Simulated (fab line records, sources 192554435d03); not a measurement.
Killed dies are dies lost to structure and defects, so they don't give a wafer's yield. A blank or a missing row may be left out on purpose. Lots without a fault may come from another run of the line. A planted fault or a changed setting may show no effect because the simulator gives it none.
One fault seen from 2 desks | flow n5_finfet | each desk has only its own numbers; what lay behind them comes last

THE METROLOGY DESK
What the gauges read, lot by lot, whatever tool the lot ran on: means of the sampled wafers that have a number. A lot is out of limits, marked OUT, if its mean lies more than 4 standard deviations from the usual mean; the brackets give that distance.
Columns: A = M12_THK at N5_BEOL_M12_THK_MEAS_50, usual 324 nm; B = V12_OVL at N5_BEOL_M13_OVL_MEAS_11, usual -2 nm
lot  | first seen here | A   | B
L783 | day 11 04:14    | 323 | 3
L784 | day 11 10:49    | 333 | -4
L786 | day 12 21:31    | 323 | -7
L790 | day 13 01:43    | 322 | 2
L789 | day 13 02:50    | 320 | -10
L788 | day 13 03:16    | 325 | -5
L794 | day 14 11:11    | 321 | -7
L798 | day 15 06:45    | 325 | 1
L801 | day 16 11:04    | 332 | 10
L804 | day 16 18:41    | 323 | 5
L802 | day 16 18:46    | 325 | 1
L805 | day 17 05:44    | 323 | 4
This desk's finding: nothing out of limits on any of the 12 lots.

THE TOOL OWNER'S DESK: litho_track-04
The tool's own readings at N5_BEOL_M13_COAT_22 (resist thk 300 nm): means of the sampled wafers that have a number, for each lot that ran on this tool. A lot is out of limits, marked OUT, if its mean lies more than 4 standard deviations from the usual mean; the brackets give that distance.
Columns: A = spin_speed_rpm at N5_BEOL_M13_COAT_22, usual 2887.8 rpm
lot  | first seen here | A
L788 | day 13 04:36    | 2888.3
L794 | day 14 12:37    | 3122.1 (+99 or more) OUT
L798 | day 15 08:20    | 3122.7 (+99 or more) OUT
This desk's finding: out of limits on L794, L798; first on L794, day 14 12:37 (spin_speed_rpm at N5_BEOL_M13_COAT_22). In limits: L788.

PUT TOGETHER
The tool owner's desk could have raised an alarm at day 14 12:37, on L794, L798.
The metrology desk saw nothing out of limits.
The metrology desk has L794, L798 on record, within its limits.
Of the lots named, all ran N5_BEOL_M13_COAT_22 on litho_track-04.

WHAT THE SIMULATOR HAD PUT IN
Process parameter drift: litho_track-04, from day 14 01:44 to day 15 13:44, at N5_BEOL_M13_COAT_22. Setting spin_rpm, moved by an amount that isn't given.
Lots struck among those shown: L794, L798.
Hours from the fault's start to each desk's first reading out of limits: the tool owner's desk, 11.
